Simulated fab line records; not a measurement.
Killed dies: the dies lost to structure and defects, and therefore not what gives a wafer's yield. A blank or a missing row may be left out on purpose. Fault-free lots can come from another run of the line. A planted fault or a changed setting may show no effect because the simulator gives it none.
fab line records	flow n5-finfet	part 2 of 2: steps 20 to 24 of 24
record lots=5	wafers=15	last-day=18
route steps=1938 shown BEOL_M10@1484
lots that met no fault: taken from a fault-free run of the same line
start-h: start of the lot's first displayed wafer, in hours after the record's first day	wait-h: hours elapsed since this lot's preceding step	" unchanged from the row above	L1.1+2: a row that stands for several wafers	- either no value or no given start	* or withheld: withheld	< > ~ a bound
route shown NAME@n: a module of which the file shows steps, and the number in the route of the first	usual: the fault-free wafers' mean and standard deviation	same: alike in all rows	chamber/n: place in a boat	sites: readings site by site	_std_site: the standard deviation of these	_edge_site: inner sites' mean taken away from outer sites' mean	radius-mm: for every site, how far away it sits from the centre of the wafer	mask NAME#n: copy n	behind: the last tool/chamber to shape the wafer	hold: cause of the lot's hold/its duration in hours/its outcome	device: the transistor (n, p or np) that didn't switch	end of line: the same wafers' tests at the end of the route	a step without rows: its recipe alone	killed: the dies lost at the first sort to structure and to defects; this is not the yield of the wafer	map: dies across one wafer; x = killed, . = not, _ = none there
set.NAME: the setting that was run; set.NAME@STEP: the one run at that earlier step	model.NAME: the simulator's own value behind a step, which no gauge read
lots seen at some steps along the route; tables by step, rows by wafer
services: when a tool's chamber went out of use (start-h, in hours from the record's first day, below 0 if earlier), for how many hours, and the reason
## steps
# step N5_BEOL_M10_OVL_MEAS_29
# recipe points-per-wafer=44
# usual V9_OVL=0.2/0.79
lot.wafer	tool	chamber	start-h	wait-h	V9_OVL[nm]
L074.4	overlay-01	0	232.90	0.0	-0.2
L074.5	"	0	"	"	-0.2
L074.6	"	0	"	"	-0.4
L082.3	overlay-02	0	292.19	0.0	0.5
L082.4	"	0	"	"	0.6
L082.5	"	0	"	"	0.8
L081.2	overlay-02	0	299.57	0.0	0.0
L081.4	"	0	"	"	0.3
L081.5	"	0	"	"	-0.3
L083.2	overlay-01	0	324.37	0.0	0.6
L083.4	"	0	"	"	0.5
L083.6	"	0	"	"	0.3
L095.1	overlay-01	0	367.22	0.0	0.4
L095.3	"	0	"	"	0.5
L095.4	"	0	"	"	-0.3
# step N5_BEOL_M10_INSPECT_30
# recipe mode=adi	inspect-instrument=brightfield
# usual raw-defect-count=423/100
lot.wafer	tool	chamber	start-h	wait-h	raw-defect-count
L074.4	defect-inspect-01	-	232.92	0.0	260
L074.5	"	-	"	"	357
L074.6	"	-	"	"	367
L082.3	defect-inspect-02	-	292.21	0.0	339
L082.4	"	-	"	"	384
L082.5	"	-	"	"	371
L081.2	defect-inspect-02	-	299.60	0.0	411
L081.4	"	-	"	"	470
L081.5	"	-	"	"	332
L083.2	defect-inspect-02	-	324.39	0.0	446
L083.4	"	-	"	"	401
L083.6	"	-	"	"	506
L095.1	defect-inspect-02	-	367.24	0.0	415
L095.3	"	-	"	"	367
L095.4	"	-	"	"	393
# step N5_BEOL_M10_DESCUM_33
# recipe chemistry=O2	time-s=7.9	source-power-w=50	bias-power-w=20	pressure-mtorr=20	rf-frequency-hz=2.712e+07	temp-c=40	resist=CAR-ArF	o2-flow-sccm=225
# usual drypump-motor-current-A=5.9/0.37	o2-flow-sccm=225.0/0.67	oes-product-au=0.81/0.087	rf-fwd-power-W=49.47/0.2	rf-vpp-V=243.6/1.7	showerhead-plenum-p-Torr=2.12/0.1	throttle-valve-pct=20.33/0.16
lot.wafer	tool	chamber	start-h	wait-h	drypump-motor-current-A	o2-flow-sccm	oes-product-au	rf-fwd-power-W	rf-hours-counter-h	rf-vpp-V	showerhead-plenum-p-Torr	throttle-valve-pct
L074.4	rie-diel-02	3	232.95	0.0	5.9	225.6	0.70	49.87	207	244.0	2.16	20.26
L074.5	"	1	"	"	5.5	225.5	0.78	49.84	-	244.8	2.19	20.34
L074.6	"	2	"	"	6.4	224.6	0.96	49.18	-	243.8	2.05	20.21
L082.3	rie-diel-04	0	292.25	0.0	6.4	225.4	0.84	49.53	85	244.4	2.22	20.28
L082.4	"	1	"	"	6.1	223.4	1.03	49.73	0	246.6	2.23	19.95
L082.5	"	2	"	"	6.1	225.1	0.82	49.66	-	242.5	2.01	20.58
L081.2	rie-diel-04	2	299.63	0.0	6.1	225.7	0.80	49.39	102	240.5	2.01	20.58
L081.4	"	3	"	"	6.0	225.5	0.69	49.28	243	243.0	2.06	20.42
L081.5	"	1	"	"	6.1	225.7	1.00	49.49	-	245.5	2.23	19.95
L083.2	rie-diel-04	2	324.43	0.0	6.1	225.1	0.81	49.28	109	240.9	2.01	20.57
L083.4	"	0	"	"	6.4	224.5	0.82	49.50	-	243.3	2.21	20.31
L083.6	"	1	"	"	6.1	225.1	0.98	49.59	-	243.9	2.22	19.96
L095.1	rie-diel-05	2	367.28	0.0	5.8	224.8	0.82	49.48	79	244.0	2.21	20.39
L095.3	"	0	"	"	5.5	225.7	0.71	49.48	227	244.4	2.15	20.33
L095.4	"	3	"	"	6.3	224.3	0.88	49.67	38	243.2	2.14	20.32
# step N5_BEOL_M10_ETCH_65
# recipe chemistry=CF4	target=SiARC	target-depth-a=390	mask-material=CAR-ArF	time-s=65	ion-energy-ev=80	pressure-mtorr=40	source-w=545	bias-w=36	Ar_flow_sccm=100	cf4-flow-sccm=100	ends=cleared
# usual drypump-motor-current-A=5.9/0.37	etch-rf-on-time-s=64.7/0.78	oes-product-au=0.70/0.075	rf-fwd-power-W=539.4/2.1	rf-vpp-V=184.3/1.3	showerhead-plenum-p-Torr=2.17/0.095	throttle-valve-pct=15.52/0.2
lot.wafer	tool	chamber	start-h	wait-h	drypump-motor-current-A	etch-rf-on-time-s	oes-product-au	rf-fwd-power-W	rf-hours-counter-h	rf-vpp-V	showerhead-plenum-p-Torr	throttle-valve-pct
L074.4	rie-diel-02	3	232.99	0.0	5.9	65.9	0.61	540.9	207	184.9	2.20	15.49
L074.5	"	1	"	"	5.5	65.6	0.68	543.0	-	185.2	2.25	15.60
L074.6	"	2	"	"	6.4	64.2	0.83	536.7	-	184.9	2.10	15.32
L082.3	rie-diel-04	0	292.28	0.0	6.4	63.9	0.71	538.2	85	186.2	2.26	15.41
L082.4	"	1	"	"	6.1	63.7	0.87	539.6	0	186.6	2.27	15.12
L082.5	"	2	"	"	6.1	64.6	0.69	538.8	-	182.9	2.08	15.83
L081.2	rie-diel-04	2	299.67	0.0	6.1	65.5	0.68	540.2	102	184.4	2.08	15.84
L081.4	"	3	"	"	6.0	64.9	0.60	538.5	243	184.0	2.10	15.62
L081.5	"	1	"	"	6.1	63.9	0.85	539.3	-	186.0	2.27	15.12
L083.2	rie-diel-04	2	324.46	0.0	6.1	64.7	0.69	540.9	109	183.2	2.08	15.84
L083.4	"	0	"	"	6.4	64.3	0.70	540.3	-	184.2	2.25	15.45
L083.6	"	1	"	"	6.1	63.8	0.82	539.7	-	186.9	2.27	15.13
L095.1	rie-diel-05	2	367.31	0.0	5.8	64.8	0.70	538.9	79	185.6	2.26	15.56
L095.3	"	0	"	"	5.5	65.2	0.61	540.6	227	183.9	2.19	15.59
L095.4	"	3	"	"	6.3	64.5	0.75	540.1	38	184.3	2.18	15.44
# step N5_BEOL_M10_ETCH_66
# recipe chemistry=N2/H2	target=SOC	target-depth-a=1200	overetch-a=240	mask-material=SiARC	temp-c=40	time-s=180	ion-energy-ev=200	pressure-mtorr=30	source-w=840	bias-w=150	n2-flow-sccm=200	h2-flow-sccm=200
# usual drypump-motor-current-A=5.9/0.37	h2-flow-sccm=200.0/0.6	oes-product-au=0.66/0.067	rf-fwd-power-W=837.3/2.7	rf-vpp-V=525/3.4	showerhead-plenum-p-Torr=2.58/0.12	throttle-valve-pct=17.75/0.19
lot.wafer	tool	chamber	start-h	wait-h	drypump-motor-current-A	h2-flow-sccm	oes-product-au	rf-fwd-power-W	rf-hours-counter-h	rf-vpp-V	showerhead-plenum-p-Torr	throttle-valve-pct
L074.4	rie-diel-02	3	233.04	0.0	5.9	200.2	0.58	833.9	207	526	2.63	17.78
L074.5	"	1	"	"	5.5	200.3	0.64	836.5	-	529	2.67	17.71
L074.6	"	2	"	"	6.4	199.4	0.78	836.6	-	522	2.50	17.69
L082.3	rie-diel-04	0	292.33	0.0	6.4	198.8	0.68	841.0	85	528	2.67	17.61
L082.4	"	1	"	"	6.1	199.9	0.82	836.9	0	530	2.71	17.34
L082.5	"	2	"	"	6.1	199.2	0.66	836.7	-	523	2.46	18.05
L081.2	rie-diel-04	2	299.72	0.0	6.1	200.2	0.65	834.3	102	522	2.46	18.05
L081.4	"	3	"	"	6.0	199.9	0.58	836.3	243	524	2.50	17.85
L081.5	"	1	"	"	6.1	199.6	0.79	840.6	-	529	2.71	17.34
L083.2	rie-diel-04	2	324.51	0.0	6.1	199.6	0.65	841.5	109	521	2.46	18.04
L083.4	"	0	"	"	6.3	200.3	0.66	836.3	-	529	2.67	17.63
L083.6	"	1	"	"	6.1	200.4	0.77	839.7	-	527	2.71	17.35
L095.1	rie-diel-05	2	367.36	0.0	5.8	200.5	0.66	837.6	79	527	2.69	17.75
L095.3	"	0	"	"	5.5	200.2	0.57	838.0	227	527	2.62	17.74
L095.4	"	3	"	"	6.3	200.2	0.70	836.8	38	526	2.59	17.75
## services
tool	chamber	start-h	hours	kind
rie-metal-02	0	208.70	9.6	repair
arfi-scanner-03	-	223.07	0.7	repair
arfi-scanner-01	-	224.10	1.0	pm
rie-diel-05	3	226.36	1.8	repair
rie-diel-05	3	228.48	-	clean
rie-diel-05	3	228.48	-	consumable-replace:focus-ring
rie-diel-05	3	228.48	13.1	scheduled-down
rie-metal-02	-	234.38	1.4	pm
arfi-scanner-03	-	234.48	0.8	pm
rie-metal-02	-	244.44	0.4	repair
arfi-scanner-03	-	244.64	7.2	repair
rie-diel-05	0	267.67	7.6	repair
arfi-scanner-03	-	289.58	1.3	pm
arfi-scanner-03	-	291.30	3.9	pm
arfi-scanner-01	-	311.37	1.3	pm
rie-diel-02	3	321.37	8.5	repair
arfi-scanner-01	-	328.13	3.1	pm
rie-metal-01	1	330.56	9.9	repair
arfi-scanner-01	-	331.42	0.8	pm
rie-metal-02	0	332.36	2.5	repair
rie-diel-05	3	337.33	15.2	repair
arfi-scanner-01	-	343.91	0.3	repair
arfi-scanner-01	-	345.48	1.2	repair
rie-diel-02	1	356.92	13.5	repair
